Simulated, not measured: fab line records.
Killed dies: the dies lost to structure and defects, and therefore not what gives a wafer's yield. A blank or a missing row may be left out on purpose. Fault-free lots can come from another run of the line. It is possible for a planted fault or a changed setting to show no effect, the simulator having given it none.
Matching of chambers / flow nand_harc / rie_si-01 running NHARC_THIN_TSV_ETCH_15: 4 sister chambers
The step target depth 3000 nm, bosch target overetch cycles 2, bosch etch step 2.8 s. 14 wafers are shown with their chamber, then 6 later ones without.

WAFERS WITH THEIR CHAMBER
wafer=L129.1; chamber=2; drypump_motor_current_A (A)=6.2
wafer=L129.5; chamber=2; drypump_motor_current_A (A)=6.2
wafer=L129.6; chamber=3; drypump_motor_current_A (A)=5.7
wafer=L134.2; chamber=0; drypump_motor_current_A (A)=6.5
wafer=L134.3; chamber=1; drypump_motor_current_A (A)=5.9
wafer=L134.6; chamber=0; drypump_motor_current_A (A)=6.5
wafer=L137.1; chamber=2; drypump_motor_current_A (A)=6.2
wafer=L137.2; chamber=3; drypump_motor_current_A (A)=5.6
wafer=L137.4; chamber=0; drypump_motor_current_A (A)=6.5
wafer=L136.2; chamber=0; drypump_motor_current_A (A)=6.5
wafer=L136.4; chamber=1; drypump_motor_current_A (A)=6.0
wafer=L136.5; chamber=2; drypump_motor_current_A (A)=6.2
wafer=L141.1; chamber=1; drypump_motor_current_A (A)=6.0
wafer=L141.5; chamber=0; drypump_motor_current_A (A)=6.5

SIGNATURES (means of the wafers above)
reading=drypump_motor_current_A; chamber 0=6.500; chamber 1=5.967; chamber 2=6.200; chamber 3=5.650; scatter within a chamber=0.0342
Rule: distance of a wafer from a chamber = root of the sum over the readings of ((wafer's reading minus chamber's mean) / reading's scatter) squared. If the next closest chamber is less than 2 further off than the closest, the wafer can't be placed; otherwise it belongs to the closest. The scatter is the square root of a quotient: the sum, over the shown wafers, of each reading's squared deviation from its chamber's mean, divided by wafers minus chambers.

WAFERS MISSING THEIR CHAMBER
wafer=L141.6; drypump_motor_current_A (A)=5.7
wafer=L142.3; drypump_motor_current_A (A)=5.7
wafer=L142.5; drypump_motor_current_A (A)=6.5
wafer=L142.6; drypump_motor_current_A (A)=6.0
wafer=L144.1; drypump_motor_current_A (A)=5.9
wafer=L144.2; drypump_motor_current_A (A)=6.5

THE CHAMBER EACH PASSED THROUGH
wafer=L141.6; from the rows above=3; in truth=3
wafer=L142.3; from the rows above=3; in truth=3
wafer=L142.5; from the rows above=0; in truth=0
wafer=L142.6; from the rows above=1; in truth=1
wafer=L144.1; from the rows above=1; in truth=1
wafer=L144.2; from the rows above=0; in truth=0
Placed correctly: 6 of 6. Number that these rows cannot place: 0. 0 placed wrongly.
